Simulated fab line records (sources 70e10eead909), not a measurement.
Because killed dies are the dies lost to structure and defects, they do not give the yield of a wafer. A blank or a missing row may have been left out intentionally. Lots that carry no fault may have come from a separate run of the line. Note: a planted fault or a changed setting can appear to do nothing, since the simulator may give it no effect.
fab line records ; flow nand_harc
record lots=13; wafers=39; last_day=33
route steps=1302 shown THIN_TSV@1245 END@1302
lots with no fault: from the same line, run without faults
start_h: the number of hours between the record's first day and the start of the first shown wafer of the lot ; wait_h: hours from the lot's prior step to this one ; " same as the row above ; L1.1+2: one row covering several wafers at once ; - either no value or no given start ; * or withheld: withheld ; < > ~ a bound
route shown NAME@n: names a module that has steps shown in the file, with the first one's number in the route ; usual: mean and standard deviation over wafers with no fault ; same: alike in all rows ; chamber/n: place in a boat ; sites: each site's reading ; _std_site: the standard deviation of these ; _edge_site: mean of outer sites minus mean of inner sites ; radius_mm: for every site, how far away it sits from the centre of the wafer ; mask NAME#n: copy n ; behind: the last tool/chamber to shape the wafer ; hold: reason for holding the lot/hours on hold/outcome of the hold ; device: the transistor (n, p or np) that didn't switch ; end of line: the same wafers' tests at the end of the route ; a step given without rows: its recipe and nothing more ; killed: the dies lost at the first sort to structure and to defects; this is not the yield of the wafer ; map: shows each die of a wafer: x if killed, . if not, _ if none is there
set.NAME: the setting as run; set.NAME@STEP: as run at that earlier step ; model.NAME: the simulator's own value behind a step, which no gauge read
the route's steps for a sample of lots (tables are steps, rows are wafers)
services: the hour from which a tool's chamber was out of use, counted from the record's first day as start_h (under 0 if before that day), plus the number of hours and why
## steps
# step NHARC_THIN_TSV_CMP_01
# recipe target_thk_um=3
# usual motor_current_A=11.4/0.96
lot.wafer;tool;chamber;start_h;wait_h;motor_current_A
L612.1;cmp-04;2;536.74;1.0;11.5
L612.3;cmp-04;3;536.74;1.0;10.9
L612.4;cmp-04;0;536.74;1.0;13.4
L614.4;cmp-01;1;570.01;0.5;10.2
L614.2;cmp-01;2;570.01;0.5;11.0
L614.5;cmp-01;1;570.01;0.5;9.8
L621.3;cmp-01;0;621.75;0.6;12.5
L621.6;cmp-01;0;621.75;0.6;11.9
L621.5;cmp-01;1;621.75;0.6;9.6
L622.3;cmp-03;3;638.33;0.7;11.9
L622.4;cmp-03;0;638.33;0.7;12.8
L622.6;cmp-03;2;638.33;0.7;12.5
L625.2;cmp-01;1;676.39;0.8;10.1
L625.3;cmp-01;2;676.39;0.8;11.8
L625.5;cmp-01;1;676.39;0.8;9.6
L627.1;cmp-01;3;694.85;1.1;10.1
L627.2;cmp-01;0;694.85;1.1;11.9
L627.6;cmp-01;1;694.85;1.1;10.5
L628.4;cmp-04;0;704.13;0.5;12.5
L628.2;cmp-04;1;704.13;0.5;11.3
L628.5;cmp-04;3;704.13;0.5;10.4
L630.1;cmp-01;3;745.25;1.0;10.0
L630.4;cmp-01;0;745.25;1.0;10.9
L630.6;cmp-01;3;745.25;1.0;10.1
L632.3;cmp-01;3;754.78;0.6;9.7
L632.4;cmp-01;1;754.78;0.6;10.1
L632.5;cmp-01;3;754.78;0.6;10.1
L631.2;cmp-04;3;756.00;0.8;10.0
L631.4;cmp-04;2;756.00;0.8;11.3
L631.6;cmp-04;3;756.00;0.8;10.8
L633.4;cmp-04;3;759.49;0.5;10.3
L633.2;cmp-04;0;759.49;0.5;12.9
L633.6;cmp-04;1;759.49;0.5;12.0
L634.3;cmp-03;0;782.64;0.6;12.6
L634.1;cmp-03;2;782.64;0.6;11.8
L634.6;cmp-03;3;782.64;0.6;12.2
L635.4;cmp-03;1;783.82;0.4;12.4
L635.1;cmp-03;2;783.82;0.4;12.5
L635.5;cmp-03;2;783.82;0.4;11.8
# step NHARC_THIN_TSV_CD_MEAS_12
# recipe target_cd_nm=1000; landing_energy_ev=500
# usual cd_nm=999.1/1.5
lot.wafer;tool;chamber;start_h;wait_h;cd_nm
L612.1;cd_sem-02;0;538.02;-;1002.4
L612.3;cd_sem-02;0;538.02;-;999.8
L612.4;cd_sem-02;0;538.02;-;1001.3
L614.2;cd_sem-02;0;571.31;-;998.6
L614.4;cd_sem-02;0;571.31;-;1002.4
L614.5;cd_sem-02;0;571.31;-;1001.1
L621.3;cd_sem-01;0;623.07;-;1002.8
L621.5;cd_sem-01;0;623.07;-;1001.1
L621.6;cd_sem-01;0;623.07;-;1000.7
L622.3;cd_sem-03;0;639.62;-;998.6
L622.4;cd_sem-03;0;639.62;-;998.1
L622.6;cd_sem-03;0;639.62;-;999.7
L625.2;cd_sem-03;0;677.59;-;999.2
L625.3;cd_sem-03;0;677.59;-;998.8
L625.5;cd_sem-03;0;677.59;-;998.5
L627.1;cd_sem-01;0;696.12;-;999.2
L627.2;cd_sem-01;0;696.12;-;999.6
L627.6;cd_sem-01;0;696.12;-;1000.2
L628.2;cd_sem-01;0;705.27;-;1000.1
L628.4;cd_sem-01;0;705.27;-;998.8
L628.5;cd_sem-01;0;705.27;-;997.5
L630.1;cd_sem-03;0;746.54;-;997.9
L630.4;cd_sem-03;0;746.54;-;1000.7
L630.6;cd_sem-03;0;746.54;-;999.6
L632.3;cd_sem-02;0;756.13;-;997.2
L632.4;cd_sem-02;0;756.13;-;999.4
L632.5;cd_sem-02;0;756.13;-;998.7
L631.2;cd_sem-02;0;757.31;-;997.9
L631.4;cd_sem-02;0;757.31;-;1000.0
L631.6;cd_sem-02;0;757.31;-;998.1
L633.2;cd_sem-01;0;760.76;-;997.8
L633.4;cd_sem-01;0;760.76;-;1000.7
L633.6;cd_sem-01;0;760.76;-;997.7
L634.1;cd_sem-01;0;783.93;-;1000.3
L634.3;cd_sem-01;0;783.93;-;1000.2
L634.6;cd_sem-01;0;783.93;-;998.3
L635.1;cd_sem-02;0;785.13;-;1000.4
L635.4;cd_sem-02;0;785.13;-;1001.3
L635.5;cd_sem-02;0;785.13;-;999.8
# step NHARC_THIN_TSV_STRIP_62
# recipe power_w=1500; temp_c=250; time_s=20; chemistry=N2/H2
# usual drypump_motor_current_A=5.6/0.64; heater_power_w=305/34; temp_c=250.03/0.18
lot.wafer;tool;chamber;start_h;wait_h;drypump_motor_current_A;heater_power_w;rf_hours_counter_h;temp_c
L612.1;plasma_asher-01;1;540.62;-;6.1;356;2;250.09
L612.3;plasma_asher-01;1;540.62;-;6.2;340;-;250.04
L612.4;plasma_asher-01;0;540.62;-;6.4;339;-;250.06
L614.2;plasma_asher-02;1;573.93;-;5.6;268;20;250.17
L614.4;plasma_asher-02;1;573.93;-;5.6;277;-;250.05
L614.5;plasma_asher-02;1;573.93;-;5.6;273;-;249.98
L621.3;plasma_asher-01;1;625.76;-;6.2;350;-;249.89
L621.5;plasma_asher-01;1;625.76;-;6.1;347;-;249.92
L621.6;plasma_asher-01;0;625.76;-;6.3;340;-;250.32
L622.3;plasma_asher-02;1;642.25;-;5.6;275;-;250.19
L622.4;plasma_asher-02;0;642.25;-;4.7;280;-;249.79
L622.6;plasma_asher-02;1;642.25;-;5.6;281;-;249.89
L625.2;plasma_asher-01;1;680.21;-;6.2;336;31;250.04
L625.3;plasma_asher-01;1;680.21;-;6.1;343;-;250.07
L625.5;plasma_asher-01;1;680.21;-;6.1;334;-;250.11
L627.1;plasma_asher-02;1;698.70;-;5.6;280;8;249.84
L627.2;plasma_asher-02;0;698.70;-;4.7;268;8;249.98
L627.6;plasma_asher-02;0;698.70;-;4.7;264;-;249.89
L628.2;plasma_asher-02;1;707.89;-;5.6;279;13;250.05
L628.4;plasma_asher-02;0;707.89;-;4.7;272;-;250.15
L628.5;plasma_asher-02;1;707.89;-;5.6;276;-;249.77
L630.1;plasma_asher-01;0;749.40;-;6.3;339;9;250.01
L630.4;plasma_asher-01;0;749.40;-;6.3;356;-;249.80
L630.6;plasma_asher-01;0;749.40;-;6.3;351;-;249.68
L632.3;plasma_asher-01;0;758.77;-;6.3;336;-;250.11
L632.4;plasma_asher-01;1;758.77;-;6.2;335;-;250.08
L632.5;plasma_asher-01;0;758.77;-;6.3;351;-;249.81
L631.2;plasma_asher-02;0;759.93;-;4.7;259;24;250.22
L631.4;plasma_asher-02;0;759.93;-;4.7;265;-;250.10
L631.6;plasma_asher-02;1;759.93;-;5.6;280;-;250.05
L633.2;plasma_asher-01;0;763.35;-;6.3;339;12;250.38
L633.4;plasma_asher-01;1;763.35;-;6.2;342;-;249.91
L633.6;plasma_asher-01;0;763.35;-;6.3;345;-;250.15
L634.1;plasma_asher-01;1;786.55;-;6.1;340;16;249.87
L634.3;plasma_asher-01;1;786.55;-;6.2;333;-;249.96
L634.6;plasma_asher-01;0;786.55;-;6.3;356;-;249.86
L635.1;plasma_asher-01;1;787.77;-;6.2;334;16;250.05
L635.4;plasma_asher-01;0;787.77;-;6.3;335;-;250.02
L635.5;plasma_asher-01;0;787.77;-;6.3;344;-;250.18
# step NHARC_THIN_TSV_ETCH_36
# recipe target_depth_a=650; over_etch_frac=0.3; time_s=18.571; ion_energy_ev=150; chemistry=Cl2/BCl3
# usual chamber_pressure_mTorr=10.000/0.01; drypump_motor_current_A=6.1/0.57; he_backside_leak_sccm=3.37/0.15; oes_product_au=1.000/0.009; run_length_s=39.6/0.4
lot.wafer;tool;chamber;start_h;wait_h;chamber_pressure_mTorr;drypump_motor_current_A;he_backside_leak_sccm;oes_product_au;rf_hours_counter_h;run_length_s
L612.1;rie_metal-02;0;544.35;0.2;10.003;6.4;3.08;1.018;2.2;38.8
L612.4;rie_metal-02;1;544.35;0.2;9.991;6.7;3.15;1.001;-;39.5
L612.3;rie_metal-02;0;544.35;0.2;10.003;6.4;3.22;1.030;-;38.9
L614.2;rie_metal-02;1;577.81;0.2;9.991;6.7;3.26;0.996;2.6;39.5
L614.4;rie_metal-02;0;577.81;0.2;10.003;6.4;3.35;1.006;-;39.1
L614.5;rie_metal-02;0;577.81;0.2;10.005;6.4;3.56;1.001;-;38.8
L621.3;rie_metal-02;0;629.68;0.1;10.004;6.4;3.30;0.999;-;34.0
L621.6;rie_metal-02;0;629.68;0.1;9.983;6.4;3.24;1.007;-;34.0
L621.5;rie_metal-02;1;629.68;0.1;10.057;6.7;3.31;1.002;-;39.6
L622.4;rie_metal-02;0;646.10;0.1;9.994;6.4;3.32;0.992;-;33.9
L622.3;rie_metal-02;1;646.10;0.1;10.007;6.7;3.29;1.002;-;39.7
L622.6;rie_metal-02;0;646.10;0.1;9.999;6.4;3.33;0.995;-;34.3
L625.2;rie_metal-01;1;684.03;0.2;10.009;6.4;3.42;1.000;1.7;39.8
L625.3;rie_metal-01;0;684.03;0.2;10.006;5.3;3.43;1.004;-;40.0
L625.5;rie_metal-01;1;684.03;0.2;10.009;6.4;3.26;0.994;-;39.8
L627.1;rie_metal-01;1;702.46;0.2;10.013;6.5;3.63;0.997;1.9;39.8
L627.2;rie_metal-01;0;702.46;0.2;10.000;5.4;3.45;1.003;1.9;39.9
L627.6;rie_metal-01;0;702.46;0.2;10.011;5.4;3.44;1.004;-;40.0
L628.2;rie_metal-01;1;711.75;0.2;10.000;6.4;3.40;0.991;2.4;39.8
L628.4;rie_metal-01;1;711.75;0.2;10.006;6.4;3.20;0.997;-;40.0
L628.5;rie_metal-01;1;711.75;0.2;9.993;6.4;3.31;1.004;-;39.7
L630.1;rie_metal-02;1;753.37;0.2;9.993;6.7;3.16;0.994;1.9;40.0
L630.4;rie_metal-02;1;753.37;0.2;9.983;6.7;3.32;0.997;-;39.5
L630.6;rie_metal-02;1;753.37;0.2;10.007;6.7;3.26;0.987;-;39.9
L632.4;rie_metal-02;1;762.56;0.1;10.001;6.7;3.23;1.004;-;40.0
L632.3;rie_metal-02;0;762.56;0.1;9.998;6.4;3.43;0.999;-;39.1
L632.5;rie_metal-02;1;762.56;0.1;9.995;6.7;3.35;0.990;-;39.8
L631.2;rie_metal-01;0;763.66;0.2;9.995;5.4;3.89;0.994;0.2;40.2
L631.4;rie_metal-01;1;763.66;0.2;9.983;6.4;3.39;1.001;-;39.5
L631.6;rie_metal-01;1;763.66;0.2;9.991;6.4;3.34;1.006;-;39.6
L633.2;rie_metal-02;1;767.27;0.2;9.985;6.7;3.48;1.005;2.4;39.7
L633.4;rie_metal-02;1;767.27;0.2;9.997;6.7;3.35;1.012;-;39.5
L633.6;rie_metal-02;0;767.27;0.2;10.008;6.4;3.29;1.014;-;39.0
L634.1;rie_metal-03;1;790.26;0.2;10.012;5.2;3.40;1.009;1.6;39.8
L634.3;rie_metal-03;1;790.26;0.2;9.994;5.2;3.39;1.009;-;39.8
L634.6;rie_metal-03;1;790.26;0.2;10.005;5.2;3.46;1.009;-;39.7
L635.1;rie_metal-02;1;791.50;0.2;10.002;6.7;3.24;1.014;2.9;39.8
L635.4;rie_metal-02;1;791.50;0.2;9.977;6.7;3.18;1.008;-;39.8
L635.5;rie_metal-02;0;791.50;0.2;9.995;6.4;3.50;0.999;-;39.7
# step NHARC_END_SORT_01
# recipe temp_c=25
# usual defect_limited_yield=91.4/2.5; killed_at_array=54/17; killed_at_other=1.0/1.4; killed_at_periphery=3.6/2.1; killed_dies=58/17; killed_open=3.2/2; killed_short=2.5/1.5
# same gross_dies=677
lot.wafer;tool;chamber;start_h;wait_h;defect_limited_yield[%];killed_at_array;killed_at_other;killed_at_periphery;killed_dies;killed_open;killed_short
L612.1;prober-02;0;553.05;2.5;89.5;68;0;3;71;2;3
L612.3;prober-02;0;554.64;3.1;90.3;63;0;3;66;2;3
L612.4;prober-02;0;555.44;3.4;88.8;67;0;9;76;5;2
L614.2;prober-01;0;587.53;2.8;91.6;54;1;2;57;4;4
L614.4;prober-01;0;589.14;3.4;91.0;57;0;4;61;6;3
L614.5;prober-01;0;589.94;3.7;90.5;59;2;3;64;5;5
L621.3;prober-02;0;639.89;3.1;89.8;61;2;6;69;4;3
L621.5;prober-02;0;641.52;3.8;91.0;55;1;5;61;0;0
L621.6;prober-02;0;642.33;4.1;95.4;26;2;3;31;2;2
# killed by level:class
L612.1 A_CHANNEL_HOLE_D1:chamber_film_flake=38 A_CHANNEL_HOLE_D2:chamber_film_flake=10 A_CONTACT:chamber_film_flake=8 A_CHANNEL_FILL_D1:chamber_film_flake=3 A_STAIRCASE:chamber_film_flake=3 A_M0:geometric_particle:open=2 P_STI:geometric_particle:short=1 A_SGD_CUT:geometric_particle:short=1
L612.3 A_CHANNEL_HOLE_D2:chamber_film_flake=36 A_CHANNEL_HOLE_D1:chamber_film_flake=9 A_CONTACT:chamber_film_flake=4 A_STAIRCASE:chamber_film_flake=3 A_SLIT:chamber_film_flake=3 P_CONTACT:chamber_film_flake=2 A_CHANNEL_FILL_D1:chamber_film_flake=2 A_WL_FILL:chamber_film_flake=2
L612.4 A_CHANNEL_HOLE_D1:chamber_film_flake=39 A_CHANNEL_HOLE_D2:chamber_film_flake=13 A_STAIRCASE:chamber_film_flake=8 P_GATE:geometric_particle:open=2 P_M0:geometric_particle:open=2 A_ONON_D1:geometric_particle:short=2 P_CONTACT:chamber_film_flake=2 A_CONTACT:chamber_film_flake=2
L614.2 A_SLIT:chamber_film_flake=25 A_CHANNEL_HOLE_D1:chamber_film_flake=12 A_CHANNEL_HOLE_D2:chamber_film_flake=3 A_WL_FILL:chamber_film_flake=3 A_CHANNEL_HOLE_D2:geometric_particle:short=2 A_STAIRCASE:chamber_film_flake=2 A_CONTACT:chamber_film_flake=2 P_CONTACT:geometric_particle:open=1
L614.4 A_SLIT:chamber_film_flake=27 A_CHANNEL_HOLE_D1:chamber_film_flake=11 A_CHANNEL_HOLE_D2:chamber_film_flake=7 A_BONDPAD:chamber_film_flake=3 A_CHANNEL_FILL_D1:geometric_particle:open=2 A_ONON_D2:geometric_particle:open=2 P_GATE:chamber_film_flake=2 P_M0:geometric_particle:open=1
L614.5 A_SLIT:chamber_film_flake=30 A_CHANNEL_HOLE_D1:chamber_film_flake=9 A_CHANNEL_HOLE_D2:chamber_film_flake=7 A_M0:geometric_particle:open=2 A_WL_FILL:chamber_film_flake=2 A_CONTACT:chamber_film_flake=2 THIN_TSV:chamber_film_flake=2 P_GATE:geometric_particle:open=1
L621.3 A_CHANNEL_HOLE_D2:chamber_film_flake=31 A_CHANNEL_HOLE_D1:chamber_film_flake=13 A_STAIRCASE:chamber_film_flake=6 A_ONON_D1:geometric_particle:open=3 P_STI:chamber_film_flake=2 P_GATE:chamber_film_flake=2 P_M2:chamber_film_flake=2 A_DECK1_JOINT:chamber_film_flake=2
L621.5 A_CHANNEL_HOLE_D1:chamber_film_flake=29 A_CHANNEL_HOLE_D2:chamber_film_flake=20 A_STAIRCASE:chamber_film_flake=3 P_STI:chamber_film_flake=2 P_M2:chamber_film_flake=2 A_WL_FILL:chamber_film_flake=2 P_ZERO_WELL:chamber_film_flake=1 A_CONTACT:chamber_film_flake=1
L621.6 A_CHANNEL_HOLE_D1:chamber_film_flake=13 A_CHANNEL_HOLE_D2:chamber_film_flake=4 P_M2:chamber_film_flake=2 A_WL_FILL:chamber_film_flake=2 A_CONTACT:chamber_film_flake=2 THIN_TSV:chamber_film_flake=2 P_M0:geometric_particle:open=1 A_SOURCE_PLATE:geometric_particle:open=1
## services
tool;chamber;start_h;hours;kind
rie_metal-01;0;515.31;3.6;repair
plasma_asher-01;-;519.19;9.0;pm
cmp-03;-;554.06;4.0;pm
rie_metal-01;-;575.00;9.0;pm
cmp-01;-;581.77;4.0;pm
plasma_asher-01;-;587.98;2.5;repair
cmp-01;-;592.92;0.5;repair
cmp-04;-;601.00;4.0;pm
cmp-01;-;614.54;3.2;repair
cmp-03;-;627.22;2.7;repair
rie_metal-02;-;631.02;9.0;pm
cmp-03;-;632.49;1.3;repair
plasma_asher-02;-;646.47;9.0;pm
rie_metal-01;0;657.85;3.8;repair
rie_metal-02;1;662.72;2.5;repair
cmp-04;-;679.77;0.4;repair
cmp-01;-;679.80;4.0;pm
cmp-01;-;687.98;1.6;repair
plasma_asher-01;-;696.19;9.0;pm
cmp-04;-;699.00;4.0;pm
plasma_asher-01;-;727.08;2.5;repair
cmp-04;-;745.59;4.5;repair
rie_metal-01;-;752.00;9.0;pm
cmp-01;-;777.80;4.0;pm
## key
first_sign step=NHARC_THIN_TSV_ETCH_36; reading=run_length_s; direction=down; sigmas=14; usual=*; struck=*
effect none on later readings
met_at NHARC_THIN_TSV_ETCH_36
struck_lots L621,L622
struck_wafers L621.3,L621.6,L622.4,L622.6
not_acting_at NHARC_THIN_TSV_CMP_01,NHARC_THIN_TSV_CD_MEAS_12,NHARC_THIN_TSV_STRIP_62
onset_between 577.81 629.68
fault kind=process_parameter_drift; tool=rie_metal-02; chamber=0; onset_h=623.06; steps=NHARC_THIN_TSV_ETCH_36; channel=time_s; offset=*; shape=step; end_h=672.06; acts_in=*; stated=*
